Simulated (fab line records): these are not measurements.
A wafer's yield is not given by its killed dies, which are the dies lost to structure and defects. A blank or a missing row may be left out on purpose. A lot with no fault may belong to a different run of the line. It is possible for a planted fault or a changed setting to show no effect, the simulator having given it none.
The tool behind it: which one? -- flow n5Finfet -- 9 lots with 27 wafers sampled at 6 steps, on a route of 1938 steps

## WHAT THE GAUGES READ, wafer by wafer
N5_BEOL_M4_RC_MEAS_101. Usual: DIBL_N 36.6 mV/V, standard deviation 1.3; DIBL_P 36.4 mV/V, standard deviation 1.4; IOFF_N 0.167 nA/um, standard deviation 0.023; IOFF_P 0.219 nA/um, standard deviation 0.029; ION_N 678 uA/um, standard deviation 8.7; ION_P 464 uA/um, standard deviation 6.4; SS_N 71.5 mV/dec, standard deviation 0.53; SS_P 73.4 mV/dec, standard deviation 0.57; VT_N 248.5 mV, standard deviation 2.8; VT_P -249 mV, standard deviation 3.1.
lot,measured,on,DIBL_N (mV/V),DIBL_P (mV/V),IOFF_N (nA/um),IOFF_P (nA/um),ION_N (uA/um),ION_P (uA/um),SS_N (mV/dec),SS_P (mV/dec),VT_N (mV),VT_P (mV),flag
L682,day 8 17:11,prober-01,37.4 37.8 36.8,37.4 37.4 36.8,0.195 0.193 0.171,0.237 0.224 0.216,697 690 683,467 465 465,72.2 70.9 71.2,73.3 72.9 73.5,243.2 245.4 248.1,-248 -249 -250,
L695,day 13 17:03,prober-01,35.5 36.0 36.7,37.1 38.0 38.3,0.165 0.177 0.189,0.201 0.215 0.210,674 673 670,460 457 455,71.6 71.8 72.2,74.1 74.1 74.1,248.2 249.4 247.0,-253 -253 -251,
L700,day 14 20:09,prober-02,35.9 35.2 36.6,35.4 35.2 36.0,0.156 0.148 0.169,0.219 0.225 0.230,675 681 681,464 472 466,70.9 70.5 70.9,73.2 73.5 73.4,246.8 249.7 246.5,-250 -248 -248,
L701,day 14 18:17,prober-01,36.4 37.5 37.3,36.8 38.0 37.8,0.165 0.173 0.172,0.212 0.237 0.228,667 670 668,458 463 461,71.5 71.5 71.3,73.0 73.5 73.2,246.2 247.3 247.1,-250 -248 -251,
L702,day 14 22:31,prober-01,39.3 37.9 37.2,37.6 37.0 36.2,0.193 0.165 0.149,0.207 0.200 0.180,689 679 672,461 466 456,71.7 71.7 71.6,74.3 73.7 73.5,245.8 249.2 252.1,-252 -253 -255,
L703,day 15 15:37,prober-01,37.1 37.7 36.9,39.1 38.4 38.3,0.171 0.176 0.168,0.247 0.233 0.222,674 675 678,463 465 466,72.1 72.4 71.7,73.3 73.7 73.8,249.8 250.0 252.3,-248 -248 -251,
L704,day 15 22:28,prober-01,38.3 37.2 37.2,39.0 36.4 36.5,0.231 0.193 0.188,0.281 0.235 0.234,704 689 690,477 468 468,71.8 71.3 71.6,74.7 74.4 73.3,242.5 245.3 245.2,-245 -249 -250,

## TOOL THAT RAN EACH LOT (tool first, then ch and the chambers of the sampled wafers, then the start)
lot,N5_ILD0_ALD_15,N5_ILD0_CMP_12,N5_SDB_ALD_29,N5_SDB_CMP_30,N5_HKMG_FIN_ALD_74
L682,"aldSin-03 ch 1,2,3, day 3 15:05","cmp-04 ch 1,3, day 3 17:19","aldSin-01 ch 0,2, day 3 19:08","cmp-02 ch 0,1, day 3 21:53","aldHk-03 ch 0,1,3, day 3 23:12"
L687,"aldSin-04 ch 0,1,2, day 4 22:46","cmp-02 ch 1,2,3, day 5 01:02","aldSin-04 ch 0,1, day 5 02:43","cmp-03 ch 0,2,3, day 5 05:32",-
L688,"aldSin-03 ch 0,1, day 5 04:58","cmp-04 ch 0,1,3, day 5 07:12","aldSin-01 ch 0,1,3, day 5 08:43","cmp-04 ch 0,2, day 5 11:29",-
L695,"aldSin-01 ch 0,1,3, day 6 20:30","cmp-04 ch 0,2, day 6 22:43","aldSin-01 ch 0,2,3, day 7 00:35","cmp-02 ch 0,1, day 7 03:22","aldHk-03 ch 1,2,3, day 7 04:38"
L700,"aldSin-04 ch 0,1,3, day 8 01:40","cmp-04 ch 1,2,3, day 8 03:57","aldSin-01 ch 0,2,3, day 8 05:46","cmp-03 ch 0,3, day 8 08:31","aldHk-02 ch 0,1, day 8 09:49"
L701,"aldSin-04 ch 0,1,3, day 8 08:39","cmp-04 ch 1,2,3, day 8 10:53","aldSin-01 ch 0,2, day 8 13:02","cmp-03 ch 1,3, day 8 15:49","aldHk-02 ch 1,3, day 8 17:28"
L702,"aldSin-03 ch 0,1,3, day 8 20:32","cmp-02 ch 0,1,3, day 8 22:44","aldSin-01 ch 0,1,3, day 9 07:52","cmp-03 ch 0,1,2, day 9 10:35","aldHk-03 ch 0,2,3, day 9 12:05"
L703,"aldSin-03 ch 0,1,2, day 9 02:26","cmp-02 ch 1,2, day 9 04:38","aldSin-04 ch 0,3, day 9 08:06","cmp-03 ch 2,3, day 9 10:50","aldHk-02 ch 0,3, day 9 12:08"
L704,"aldSin-03 ch 1,2,3, day 9 14:19","cmp-02 ch 0,3, day 9 16:31","aldSin-04 ch 1,3, day 9 18:07","cmp-03 ch 0,1, day 9 20:53","aldHk-03 ch 2,3, day 9 22:10"
- N5_ILD0_ALD_15: deposits SiNx, target thk 24 nm, pulse time 1 s, ald cycles 480.
- N5_ILD0_CMP_12: polishes SiNx, stops on poly-Si, t overpolish 6 s, target thk 17.67 nm.
- N5_SDB_ALD_29: deposits SiNx, target thk 30 nm, pulse time 1 s, ald cycles 600.
- N5_SDB_CMP_30: polishes, stops on poly-Si, t overpolish 1.54 s, target thk 30 nm.
- N5_HKMG_FIN_ALD_74: deposits La2O3, target thk 0.5 nm, pulse time 6 s, co reactant pulse time 1 s.

## AS READ BY THE TOOLS THEMSELVES (means over the sampled wafers that have a number; for cases with no such wafer, the mark the record gives instead)
N5_ILD0_ALD_15. Usual: chamberPressureTorr 2.000 Torr, standard deviation 0.0042; heaterPowerW 818 W, standard deviation 88; precursorPulseHeightRel 1.001, standard deviation 0.02.
lot,tool,chamberPressureTorr (Torr),heaterPowerW (W),precursorPulseHeightRel,flag
L682,aldSin-03,2.000,800,1.003,
L687,aldSin-04,2.000,872,1.012,
L688,aldSin-03,1.996,751,1.001,
L695,aldSin-01,1.998,846,1.010,
L700,aldSin-04,1.999,807,1.010,
L701,aldSin-04,2.000,803,0.993,
L702,aldSin-03,2.003,769,0.990,
L703,aldSin-03,2.000,782,1.005,
L704,aldSin-03,1.999,807,1.019,

N5_ILD0_CMP_12. Usual: motorCurrentA 8.7 A, standard deviation 0.96; overpolishRunS 6.000 s, standard deviation 0.01; retainingRingPressureFrac 1.000, standard deviation 0.0049; slurryFlowMlMin 150.0, standard deviation 0.46; timeToEndpointS 29.0 s, standard deviation 2.3.
lot,tool,motorCurrentA (A),overpolishRunS (s),retainingRingPressureFrac,slurryFlowMlMin,timeToEndpointS (s),flag
L682,cmp-04,8.6,5.995,1.002,150.1,29.2,
L687,cmp-02,8.8,6.002,1.000,150.0,29.5,
L688,cmp-04,9.1,6.000,0.999,150.0,26.7,
L695,cmp-04,9.7,6.001,1.001,149.9,28.2,
L700,cmp-04,8.7,5.997,1.000,150.6,26.9,
L701,cmp-04,8.8,6.009,1.001,150.3,27.9,
L702,cmp-02,8.7,5.991,0.999,149.6,30.7,
L703,cmp-02,9.6,6.005,1.001,150.7,28.0,
L704,cmp-02,8.1,6.005,1.002,150.4,28.1,

N5_SDB_ALD_29. Usual: chamberPressureTorr 2.000 Torr, standard deviation 0.0044; heaterPowerW 836 W, standard deviation 85; precursorPulseHeightRel 0.997, standard deviation 0.02.
lot,tool,chamberPressureTorr (Torr),heaterPowerW (W),precursorPulseHeightRel,flag
L682,aldSin-01,2.002,750,0.993,
L687,aldSin-04,-,-,-,OFF
L688,aldSin-01,-,-,-,OFF
L695,aldSin-01,1.999,788,1.005,
L700,aldSin-01,2.003,794,0.982,
L701,aldSin-01,1.996,756,0.975,
L702,aldSin-01,2.003,850,1.009,
L703,aldSin-04,2.002,801,0.978,
L704,aldSin-04,2.004,770,0.988,

N5_SDB_CMP_30. Usual: motorCurrentA 12.2 A, standard deviation 1.4; retainingRingPressureFrac 1.000, standard deviation 0.0045; slurryFlowMlMin 149.9, standard deviation 0.47; timeToEndpointS 17.0 s, standard deviation 2.1.
lot,tool,motorCurrentA (A),retainingRingPressureFrac,slurryFlowMlMin,timeToEndpointS (s),flag
L682,cmp-02,12.2,0.996,149.9,14.0,
L687,cmp-03,12.3,0.994,149.9,7.7,OFF
L688,cmp-04,13.1,1.000,149.8,4.8,OFF
L695,cmp-02,12.3,1.002,149.4,17.8,
L700,cmp-03,10.7,1.002,150.2,16.9,
L701,cmp-03,11.7,1.003,149.8,12.9,
L702,cmp-03,12.4,1.001,149.7,16.4,
L703,cmp-03,13.7,0.998,149.8,18.0,
L704,cmp-03,10.9,1.005,150.2,16.7,

N5_HKMG_FIN_ALD_74. Usual: heaterPowerW 353 W, standard deviation 42; precursorPulseHeightRel 1.002, standard deviation 0.018.
lot,tool,heaterPowerW (W),precursorPulseHeightRel,flag
L682,aldHk-03,314,0.991,
L695,aldHk-03,340,1.003,
L700,aldHk-02,408,0.998,
L701,aldHk-02,375,1.008,
L702,aldHk-03,335,1.002,
L703,aldHk-02,351,1.000,
L704,aldHk-03,357,0.988,

## THE ANSWER, worked out from the rows above alone
Rule: lot off if the mean of its wafers having a number is beyond 3 standard deviations from the usual mean. Also off: a lot with no number at a reading for which 4 or more lots have one. All remaining lots with rows at the step are treated as sound. The gauges are gone through in route order, then the tools' own readings, and for those a lot's mean is taken as printed above. The first step at which some lot is off is used, and at that step the reading that is off furthest; a lot without a number counts as furthest.
Off, at N5_SDB_ALD_29 on chamberPressureTorr: L687, L688. Without a number there: L687, L688.
If a tool, at that step or one of the process steps before it, ran each lot that is off and ran no sound lot following the first of them, it fits. Of those tried, none fits.

## WHAT THE SIMULATOR PUT IN
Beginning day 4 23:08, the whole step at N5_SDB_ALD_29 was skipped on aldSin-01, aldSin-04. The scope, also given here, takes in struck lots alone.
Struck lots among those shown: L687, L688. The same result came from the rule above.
